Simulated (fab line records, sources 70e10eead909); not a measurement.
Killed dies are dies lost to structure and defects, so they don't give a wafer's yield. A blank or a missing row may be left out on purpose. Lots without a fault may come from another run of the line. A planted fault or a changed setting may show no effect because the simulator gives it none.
A struck lot beside a sound one | flow nand_harc | 15 steps out of a route of 1159
Sound: wafers L503.1, L503.5, L503.6. Struck: wafer L500.5. (L500.2, L500.4 of the same lot were not struck and are left out.) The cause comes at the end.
At each step with rows: each side's tool, then ch and its chambers, then its first start. Under that, the readings that differ: sound wafers | struck wafers | difference of the means | sigmas: that difference in standard deviations of wafers without a fault.
alike: readings whose means differ by less than 2 such deviations, and words and numbers that are the same on both sides. not compared: withheld readings, readings that some wafer has no value for, bounds like >300 that may hide the same value, and numbers for which the record gives no deviation and whose values overlap.
The two part at a step that has a row with sigmas, a row that says differs or no value, or rows on one side only. Numbers that don't overlap but have no deviation are shown without sigmas and don't part them. A reading that every wafer of one side lacks parts them only if that side has two wafers or more.

first, 1 step without rows for these wafers: NHARC_A_CONTACT_DESCUM_13 (chemistry O2, time 3 s).
NHARC_A_CONTACT_ETCH_88: etches the open film in CF4, target depth 39 nm, time 65 s.
  sound on rie_diel-08 ch 0,1, day 21 10:37; struck on rie_diel-08 ch 0, day 20 21:01
  reading                         | sound                | struck | difference | sigmas
  oes_product_au (a.u.)           | 1.001 1.003 1.003    | 0.987  | -0.015     | -2
  rf_vpp_V (V)                    | 152.7 153.0 149.9    | 148.3  | -3.6       | -3
  showerhead_plenum_p_Torr (Torr) | 1.91 1.91 1.70       | 1.64   | -0.20      | -3
  throttle_valve_pct (%)          | 13.301 13.257 13.289 | 13.305 | +0.023     | +2
  alike: chamber_pressure_mTorr, drypump_motor_current_A
  not compared: rf_hours_counter_h
then, 2 steps without rows for these wafers: NHARC_A_CONTACT_ETCH_89 (etches the open film in N2/H2, target depth 260 nm, time 475.3 s); NHARC_A_CONTACT_ETCH_30 (etches the open film in CF4/CHF3, target depth 60.5 nm, time 30.2 s).
NHARC_A_CONTACT_ETCH_31: etches the open film in O2/COS, target depth 2000 nm, time 520 s.
  sound on rie_diel-08 ch 0,1,2; struck on rie_diel-08 ch 3
  reading                         | sound             | struck | difference | sigmas
  rf_vpp_V (V)                    | 317.6 317.6 312.2 | 310.5  | -5.3       | -3
  showerhead_plenum_p_Torr (Torr) | 3.37 3.30 2.99    | 2.88   | -0.34      | -3
  alike: chamber_pressure_mTorr, drypump_motor_current_A, oes_product_au, throttle_valve_pct
  not compared: rf_hours_counter_h
then, 1 step without rows for these wafers: NHARC_A_CONTACT_ETCH_134 (etches the open film in C4F8/O2/Ar, time 140 s, target depth 700 nm).
NHARC_A_CONTACT_ETCH_135: etches the open film in C4F8/O2/Ar, time 132 s, target depth 1287 nm.
  sound on har_cap_etch-02 ch 0,1, day 21 11:43; struck on har_cap_etch-03 ch 0, day 20 22:17
  alike: chamber_pressure_mTorr
  not compared: rf_hours_counter_h
then, 3 steps without rows for these wafers: NHARC_A_CONTACT_ETCH_136 (etches the open film in C4F8/O2/Ar, time 132 s, target depth 1287 nm); NHARC_A_CONTACT_ETCH_137 (etches the open film in C4F8/O2/Ar, time 132 s, target depth 1287 nm); NHARC_A_CONTACT_ETCH_138 (etches the open film in C4F8/O2/Ar, time 132 s, target depth 1289 nm).
NHARC_A_CONTACT_ETCH_139: etches the open film in C4F8/O2/Ar, time 137 s, target depth 590 nm.
  sound on har_cap_etch-02 ch 0,1, day 21 12:12; struck on har_cap_etch-03 ch 0, day 20 22:47
  alike: chamber_pressure_mTorr
  not compared: rf_hours_counter_h
NHARC_A_CONTACT_ETCH_92: etches the open film in CH3F/O2, target depth 40 nm, time 85.7 s.
  sound on rie_diel-04 ch 2,3, day 21 12:37; struck on rie_diel-07 ch 1, day 20 23:10
  reading                     | sound             | struck | difference | sigmas
  drypump_motor_current_A (A) | 6.7 5.4 6.7       | 5.0    | -1.3       | -2
  oes_product_au (a.u.)       | 0.997 1.012 0.999 | 0.925  | -0.078     | -3
  rf_vpp_V (V)                | 242.1 244.6 244.1 | 247.3  | +3.7       | +2
  alike: chamber_pressure_mTorr, showerhead_plenum_p_Torr, throttle_valve_pct
  not compared: rf_hours_counter_h
NHARC_A_CONTACT_ETCH_98: etches the open film in C4F6/O2, target depth 20 nm, time 10 s.
  sound on rie_diel-04 ch 0,3, day 21 12:45; struck on rie_diel-07 ch 0, day 20 23:17
  reading               | sound             | struck | difference | sigmas
  oes_product_au (a.u.) | 0.994 0.982 0.989 | 0.731  | -0.257     | -13
  alike: chamber_pressure_mTorr, drypump_motor_current_A, rf_vpp_V, showerhead_plenum_p_Torr, throttle_valve_pct
  not compared: rf_hours_counter_h
NHARC_A_CONTACT_CD_MEAS_15:
  sound on cd_sem-02, day 21 12:49; struck on cd_sem-02, day 20 23:22
  alike: cd_nm
-- the record jumps here: 3 days lie between the struck wafers' starts before and after (it left off in module A_CONTACT and takes up again in module END, whose first step shown is number 1159 of the route) --
NHARC_END_SORT_01:
  the record has rows for the struck wafers here (prober-01 ch 0, day 24 00:46) and none for the sound ones

WHERE THEY PART
First at NHARC_A_CONTACT_ETCH_88; last, within this record, at NHARC_END_SORT_01.

WHY: what the simulator had put in
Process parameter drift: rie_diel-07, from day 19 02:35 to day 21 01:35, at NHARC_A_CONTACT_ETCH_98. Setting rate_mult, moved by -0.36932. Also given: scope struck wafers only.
